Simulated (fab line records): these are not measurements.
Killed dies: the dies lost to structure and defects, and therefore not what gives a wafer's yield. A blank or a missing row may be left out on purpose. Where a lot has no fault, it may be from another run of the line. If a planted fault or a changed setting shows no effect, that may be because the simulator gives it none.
Split-lot trial -- flow n5_finfet -- 21 wafers read across 7 lots, on a route 1938 steps long

ABOUT THE SPLIT
At N5_BEOL_M0_SAQP_SPACER2_ALD_26 (deposits SiO2, target thk 15 nm, pulse time 1 s, purge time 2 s), the setting target_thk_a was moved away from the recipe's 150 angstrom on 10 of the 21 wafers read, by -10.5% to +13.5%. For the rest of the wafers, this setting stayed at what the recipe calls for.

The reading is taken at the split's own step.

THE READING
SiO2_of_BEOL_M0_SAQP_SPACER2_ALD_26.thk_nm (the simulator's own value, which no gauge read), in nm, at N5_BEOL_M0_SAQP_SPACER2_ALD_26 (deposits SiO2, target thk 15 nm, pulse time 1 s, purge time 2 s). The file gives no usual value for it. Here, 11 wafers ran the recipe; their average is 15.0 nm with a standard deviation of 0.085 nm.

wafer,"tool, chamber at the split","target_thk_a as run, angstrom",against the recipe,"SiO2_of_BEOL_M0_SAQP_SPACER2_ALD_26.thk_nm, nm",against lot-mates on the recipe
L078.1,"ald_sin-03, 3,0,2",159.6,+6.4%,16,no lot-mate on the recipe
L078.2,"ald_sin-03, 3,0,2",159.6,+6.4%,16,no lot-mate on the recipe
L078.3,"ald_sin-03, 3,0,2",159.6,+6.4%,16,no lot-mate on the recipe
L079.1,"ald_sin-02, 3",150,recipe,15,-
L079.3,"ald_sin-02, 0",170.2,+13.5%,17,+2.1
L079.4,"ald_sin-02, 2",150,recipe,14.8,-
L081.2,"ald_sin-03, 3,3,0",150,recipe,15,-
L081.5,"ald_sin-03, 3,3,0",150,recipe,15,-
L081.6,"ald_sin-03, 3,3,0",150,recipe,15,-
L085.2,"ald_sin-01, 1",150,recipe,15,-
L085.4,"ald_sin-01, 2,1",134.3,-10.5%,13.4,-1.6
L085.6,"ald_sin-01, 2,1",134.3,-10.5%,13.4,-1.6
L087.1,"ald_sin-01, 2",150,recipe,15,-
L087.2,"ald_sin-01, 1,3",139.8,-6.8%,14,-1.0
L087.4,"ald_sin-01, 1,3",139.8,-6.8%,14,-1.0
L091.1,"ald_sin-03, 0,3",144,-4.0%,14.4,-0.6
L091.2,"ald_sin-03, 0,3",144,-4.0%,14.4,-0.6
L091.4,"ald_sin-03, 2",150,recipe,15,-
L097.1,"ald_sin-02, 1,0",150,recipe,15,-
L097.2,"ald_sin-02, 1,0",150,recipe,15,-
L097.4,"ald_sin-02, 2",150,recipe,15.2,-
When a row names more than one chamber, that row covers several wafers, and the file does not tell which wafer ran in which chamber.

THE FIT
A straight line over all 21 wafers: SiO2_of_BEOL_M0_SAQP_SPACER2_ALD_26.thk_nm changes by +0.151 nm for each +1% of target_thk_a; r = +1.00; the points scatter about the line by 0.067 nm.
The same after taking each lot's own level away (the mean of its wafers on the recipe; 18 wafers): +0.153 nm for each +1%; r = +1.00; scatter 0.056 nm.
That fit puts the effect of the largest move of target_thk_a on the reading at 2.1 nm.
Across the lots, their own levels run from 14.90 to 15.07 nm, a range of 2.0 times the standard deviation given above.
So the lot-to-lot level changes the slope little: the two slopes agree.
Check: with one of the wafers moved furthest among these (+13.5%) left out of the fit, the line predicts +2.04 nm for it against its lot-mates. Against them it came out at +2.1 nm.

THESE WAFERS: OTHER SPLITS
Note: prior to the reading, these wafers also went through further splits. Each is held against what the fit with the lots' levels taken away leaves over:
other split on the same wafers,wafers away from the commonest value,r with SiO2_of_BEOL_M0_SAQP_SPACER2_ALD_26.thk_nm (lot level and that fit taken away)
N5_SD_EPI_N_EPI_21 epi_growth_time_s,6,+0.14
N5_SDB_COAT_05 spin_rpm,9,-0.28
N5_SDB_ETCH_18 time_s,8,+0.28
N5_SDB_ETCH_25 time_s,7,-0.01
N5_GATE_CUT_ALD_22 ald_cycles,6,-0.03
N5_MOL_CONTACT_COAG_PECVD_31 temp_c,5,-0.11
N5_MOL_CONTACT_COAG_COAT_76 spin_rpm,4,+0.28
N5_MOL_CONTACT_COAG_ETCHBACK_136 target_depth_a,10,+0.07

THE FILE'S OWN FIT
SiO2_of_BEOL_M0_SAQP_SPACER2_ALD_26.thk_nm changes by +0.154 nm for each +1% of target_thk_a, r = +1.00.
